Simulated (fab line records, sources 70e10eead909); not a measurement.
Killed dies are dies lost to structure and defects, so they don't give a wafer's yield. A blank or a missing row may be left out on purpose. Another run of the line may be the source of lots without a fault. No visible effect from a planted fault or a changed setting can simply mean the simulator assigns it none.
Which of the tools did it? | flow nandHarc | 24 lots with 72 wafers sampled at 6 steps, on a route of 1302 steps

== WHAT THE GAUGES READ, wafer by wafer ==
NHARC_A_ONON_D1_THK_MEAS_34: measures by ellipsometry.
lot  | measured     | on           | thkNm (nm)
L074 | day 8 07:14  | filmMetro-01 | 199 202 202
L075 | day 8 17:29  | filmMetro-02 | 197 197 202
L076 | day 9 01:30  | filmMetro-01 | 199 201 208
L078 | day 9 18:17  | filmMetro-02 | 199 199 199
L077 | day 9 18:20  | filmMetro-01 | 201 203 204
L079 | day 10 11:38 | filmMetro-02 | 197 201 205
L080 | day 10 18:37 | filmMetro-01 | 197 202 202
L081 | day 11 03:15 | filmMetro-01 | 203 205 201
L082 | day 11 12:01 | filmMetro-02 | 198 202 205
L083 | day 12 07:10 | filmMetro-01 | 198 202 203
L084 | day 12 16:46 | filmMetro-01 | 204 206 200
L085 | day 12 23:32 | filmMetro-01 | 204 197 206
L086 | day 13 04:53 | filmMetro-02 | 202 198 197
L087 | day 14 04:56 | filmMetro-02 | 202 208 204
L088 | day 14 04:56 | filmMetro-01 | 199 203 204
L089 | day 14 10:32 | filmMetro-02 | 200 202 201
L090 | day 15 01:32 | filmMetro-02 | 197 199 205
L091 | day 15 01:43 | filmMetro-02 | 200 201 201
L092 | day 15 20:28 | filmMetro-02 | 195 199 202
L093 | day 15 20:28 | filmMetro-01 | 198 197 200
L094 | day 16 20:13 | filmMetro-01 | 203 203 204
L095 | day 16 20:21 | filmMetro-01 | 196 199 201
L096 | day 17 11:31 | filmMetro-02 | 197 202 202
L097 | day 18 04:14 | filmMetro-02 | 201 198 205

NHARC_A_CHANNEL_HOLE_D1_CD_MEAS_30.
lot  | measured     | on       | cdNm (nm)
L074 | day 8 16:58  | cdSem-02 | 93.6 92.3 93.2
L075 | day 9 06:47  | cdSem-02 | 93.5 94.0 92.0
L076 | day 9 17:04  | cdSem-02 | 90.1 89.3 92.8
L078 | day 10 04:06 | cdSem-01 | 88.3 91.1 95.1
L077 | day 10 06:22 | cdSem-02 | 90.1 92.2 88.7
L079 | day 10 23:32 | cdSem-03 | 90.3 91.7 88.1
L080 | day 11 04:34 | cdSem-01 | 91.1 87.4 88.5
L081 | day 11 12:51 | cdSem-02 | 88.9 94.3 89.1
L082 | day 12 02:45 | cdSem-03 | 92.7 92.1 90.4
L083 | day 12 21:09 | cdSem-01 | 92.1 94.4 88.5
L084 | day 13 03:29 | cdSem-03 | 90.0 89.5 91.9
L085 | day 13 10:02 | cdSem-03 | 88.1 90.4 87.7
L086 | day 13 14:33 | cdSem-02 | 87.3 92.4 85.6
L087 | day 14 16:46 | cdSem-02 | 91.0 94.1 92.7
L088 | day 14 18:07 | cdSem-01 | 89.1 88.1 90.8
L089 | day 14 20:56 | cdSem-03 | 94.0 91.0 89.4
L090 | day 15 11:11 | cdSem-02 | 91.6 87.1 88.3
L091 | day 15 11:38 | cdSem-02 | 92.1 90.5 91.6
L092 | day 16 13:53 | cdSem-03 | 85.5 90.0 92.8
L093 | day 16 09:44 | cdSem-02 | 87.2 90.4 93.9
L094 | day 17 09:19 | cdSem-01 | 90.8 90.7 92.2
L095 | day 17 13:29 | cdSem-01 | 90.3 91.9 88.2
L096 | day 17 23:56 | cdSem-01 | 91.4 90.4 90.6
L097 | day 18 14:39 | cdSem-01 | 88.7 89.3 92.4

NHARC_A_DECK1_JOINT_THK_MEAS_14: measures by ellipsometry.
lot  | measured     | on           | thkNm (nm)
L074 | day 11 03:53 | filmMetro-01 | 52.2 47.3 50.7
L075 | day 11 18:32 | filmMetro-01 | 53.0 53.2 53.3
L076 | day 12 08:11 | filmMetro-01 | 50.6 51.5 50.7
L078 | day 12 14:40 | filmMetro-02 | 49.9 54.0 53.1
L077 | day 13 01:38 | filmMetro-02 | 49.9 51.2 50.2
L079 | day 13 11:00 | filmMetro-01 | 52.4 56.2 50.2
L080 | day 13 17:53 | filmMetro-01 | 52.5 50.6 52.7
L081 | day 13 23:23 | filmMetro-02 | 49.9 51.9 50.3
L082 | day 14 14:20 | filmMetro-01 | 48.5 50.4 50.8
L083 | day 15 13:21 | filmMetro-02 | 52.6 53.0 51.5
L084 | day 15 13:21 | filmMetro-01 | 48.4 47.2 50.0
L085 | day 16 00:07 | filmMetro-01 | 51.6 50.6 50.9
L086 | day 16 00:07 | filmMetro-02 | 50.5 50.7 52.3
L087 | day 17 06:56 | filmMetro-02 | 51.9 51.8 47.8
L088 | day 17 06:56 | filmMetro-02 | 50.1 49.6 48.9
L089 | day 17 06:59 | filmMetro-01 | 50.8 50.2 50.8
L090 | day 17 23:04 | filmMetro-01 | 51.5 49.7 52.7
L091 | day 17 23:04 | filmMetro-02 | 48.5 50.5 47.6
L092 | day 19 03:03 | filmMetro-02 | 52.1 49.4 53.2
L093 | day 19 03:04 | filmMetro-01 | 49.1 51.4 49.4
L094 | day 19 21:35 | filmMetro-01 | 50.1 51.1 51.8
L095 | day 20 00:14 | filmMetro-02 | 46.9 51.0 50.5
L096 | day 20 12:49 | filmMetro-02 | 50.6 50.6 49.7
L097 | day 21 01:14 | filmMetro-01 | 50.6 52.3 53.1

NHARC_A_ONON_D2_THK_MEAS_11: measures by ellipsometry.
lot  | measured     | on           | thkNm (nm)
L074 | day 12 08:11 | filmMetro-01 | 996 995 993
L075 | day 12 20:43 | filmMetro-01 | 993 994 993
L076 | day 13 08:58 | filmMetro-02 | 1007 1006 1007
L078 | day 13 14:29 | filmMetro-01 | 994 994 995
L077 | day 14 09:19 | filmMetro-01 | 1002 1003 1003
L079 | day 14 18:15 | filmMetro-02 | 1004 1003 1004
L080 | day 14 18:14 | filmMetro-01 | 998 999 997
L081 | day 15 04:07 | filmMetro-01 | 1015 1016 1015
L082 | day 15 15:34 | filmMetro-02 | 1001 1000 1002
L083 | day 16 14:51 | filmMetro-01 | 987 992 988
L084 | day 16 14:50 | filmMetro-01 | 994 995 994
L085 | day 16 23:10 | filmMetro-01 | 1016 1016 1017
L086 | day 16 23:01 | filmMetro-01 | 1007 1006 1007
L087 | day 18 10:23 | filmMetro-01 | 1005 1004 1005
L088 | day 18 10:10 | filmMetro-01 | 997 998 999
L089 | day 18 10:02 | filmMetro-02 | 997 996 996
L090 | day 19 05:05 | filmMetro-01 | 1011 1011 1010
L091 | day 19 05:20 | filmMetro-02 | 1008 1007 1007
L092 | day 20 09:05 | filmMetro-01 | 1005 1007 1004
L093 | day 20 08:53 | filmMetro-01 | 1002 1001 1002
L094 | day 20 21:38 | filmMetro-01 | 1004 1002 1003
L095 | day 20 21:31 | filmMetro-01 | 1004 1006 1006
L096 | day 21 14:46 | filmMetro-01 | 987 988 990
L097 | day 22 05:12 | filmMetro-01 | 998 995 995

NHARC_A_ONON_D2_THK_MEAS_14: measures by ellipsometry.
lot  | measured     | on           | thkNm (nm)
L074 | day 12 08:46 | filmMetro-01 | 1006 1007 1007
L075 | day 12 21:17 | filmMetro-01 | 995 996 996
L076 | day 13 09:31 | filmMetro-01 | 1003 1004 1007
L078 | day 13 15:02 | filmMetro-02 | 992 991 990
L077 | day 14 09:53 | filmMetro-01 | 1016 1016 1015
L079 | day 14 18:49 | filmMetro-02 | 998 996 998
L080 | day 14 18:49 | filmMetro-01 | 992 994 994
L081 | day 15 04:40 | filmMetro-01 | 979 978 980
L082 | day 15 16:08 | filmMetro-02 | 1003 1002 1002
L083 | day 16 15:25 | filmMetro-01 | 1010 1010 1012
L084 | day 16 15:25 | filmMetro-01 | 1009 1008 1008
L085 | day 16 23:50 | filmMetro-01 | 999 999 997
L086 | day 16 23:34 | filmMetro-01 | 996 996 995
L087 | day 18 10:57 | filmMetro-02 | 1020 1021 1020
L088 | day 18 10:44 | filmMetro-01 | 988 987 989
L089 | day 18 10:36 | filmMetro-02 | 1002 1001 1002
L090 | day 19 05:39 | filmMetro-02 | 987 987 986
L091 | day 19 05:53 | filmMetro-01 | 1001 999 998
L092 | day 20 09:39 | filmMetro-01 | 1013 1014 1014
L093 | day 20 09:28 | filmMetro-02 | 1016 1014 1015
L094 | day 20 22:13 | filmMetro-01 | 991 990 991
L095 | day 20 22:05 | filmMetro-02 | 988 988 990
L096 | day 21 15:20 | filmMetro-02 | 987 988 989
L097 | day 22 05:46 | filmMetro-02 | 987 986 988

== WHICH TOOL RAN EACH LOT (tool, then ch and the chambers of the sampled wafers, then the start) ==
lot  | NHARC_A_CHANNEL_HOLE_D1_ETCH_20
L074 | harEtch-02 ch 0,1, day 8 11:29
L075 | harEtch-01 ch 0,1, day 9 01:22
L076 | harEtch-02 ch 1, day 9 11:41
L078 | harEtch-02 ch 0,1, day 9 22:37
L077 | harEtch-01 ch 0,1, day 10 00:56
L079 | harEtch-01 ch 0,1, day 10 17:52
L080 | harEtch-02 ch 0,1, day 10 23:10
L081 | harEtch-01 ch 0,1, day 11 07:32
L082 | harEtch-02 ch 1, day 11 17:24
L083 | harEtch-02 ch 0,1, day 12 15:49
L084 | harEtch-01 ch 1, day 12 22:04
L085 | harEtch-02 ch 1, day 13 04:38
L086 | harEtch-01 ch 0,1, day 13 09:10
L087 | harEtch-02 ch 0,1, day 14 11:27
L088 | harEtch-01 ch 0,1, day 14 12:40
L089 | harEtch-02 ch 1, day 14 15:31
L090 | harEtch-01 ch 0,1, day 15 05:47
L091 | harEtch-02 ch 0,1, day 15 06:17
L092 | harEtch-01 ch 0,1, day 16 08:33
L093 | harEtch-01 ch 0,1, day 16 04:25
L094 | harEtch-01 ch 0,1, day 17 04:01
L095 | harEtch-01 ch 0,1, day 17 08:07
L096 | harEtch-02 ch 0,1, day 17 18:37
L097 | harEtch-02 ch 0,1, day 18 09:18
- NHARC_A_CHANNEL_HOLE_D1_ETCH_20: etches the open film in C4F8/O2/Ar, time 361.9 s, target depth 1600 nm.

== AS READ BY THE TOOLS THEMSELVES (means over the sampled wafers that have a number; for cases with no such wafer, the mark the record gives instead) ==
NHARC_A_CHANNEL_HOLE_D1_ETCH_20.
lot  | tool       | drypumpMotorCurrentA (A) | oesAirLineAu (a.u.) | showerheadPlenumPTorr (Torr) | throttleValvePct (%)
L074 | harEtch-02 | 4.8                      | 1.013               | 3.66                         | 32.148
L075 | harEtch-01 | 5.8                      | 1.015               | 3.68                         | 32.159
L076 | harEtch-02 | 4.6                      | 1.026               | 3.76                         | 32.162
L078 | harEtch-02 | 4.8                      | 1.020               | 3.70                         | 32.161
L077 | harEtch-01 | 5.8                      | 0.987               | 3.67                         | 32.161
L079 | harEtch-01 | 5.8                      | 0.979               | 3.67                         | 32.146
L080 | harEtch-02 | 4.8                      | 0.993               | 3.69                         | 32.158
L081 | harEtch-01 | 6.0                      | 1.012               | 3.62                         | 32.142
L082 | harEtch-02 | 4.7                      | 1.010               | 3.75                         | 32.157
L083 | harEtch-02 | 4.8                      | 1.018               | 3.69                         | 32.151
L084 | harEtch-01 | 6.2                      | 1.006               | 3.56                         | 32.157
L085 | harEtch-02 | 4.7                      | 1.011               | 3.73                         | 32.154
L086 | harEtch-01 | 5.8                      | 0.995               | 3.65                         | 32.151
L087 | harEtch-02 | 4.8                      | 0.991               | 3.61                         | 32.159
L088 | harEtch-01 | 6.0                      | 1.013               | 3.59                         | 32.156
L089 | harEtch-02 | 4.7                      | 0.994               | 3.72                         | 32.150
L090 | harEtch-01 | 6.0                      | 0.990               | 3.59                         | 32.163
L091 | harEtch-02 | 4.7                      | 0.977               | 3.67                         | 32.166
L092 | harEtch-01 | 6.0                      | 0.985               | 3.58                         | 32.153
L093 | harEtch-01 | 5.8                      | 1.000               | 3.63                         | 32.157
L094 | harEtch-01 | 6.0                      | 0.989               | 3.57                         | 32.157
L095 | harEtch-01 | 6.0                      | 1.000               | 3.57                         | 32.150
L096 | harEtch-02 | 4.8                      | 1.008               | 3.85                         | 32.148
L097 | harEtch-02 | 4.7                      | 1.015               | 3.78                         | 32.160

== THE ANSWER, worked out from the rows above alone ==
Rule: the lots themselves supply what counts as usual. The widest of any qualifying gaps counts: lots, ordered by their means at a reading, are off when they make up no more than a third of the lots, leave a main group of 4 or more, and stand apart from it by 3 or more times the standard deviation of that group's means. A main group whose means are all the same, to the digits that the tables above print for the reading, isn't used. Also off: a lot with no number at a reading for which 4 or more lots have one. Any other lot the step has rows for is counted as sound. The gauges are gone through in route order, then the tools' own readings, and for those a lot's mean is taken as printed above. At the first step where some lot is off, the reading lying furthest off is the one used; lots without a number count as furthest.
No lot is off on any of the readings shown, so nothing can be concluded from this.

== WHAT HAD BEEN PUT IN BY THE SIMULATOR ==
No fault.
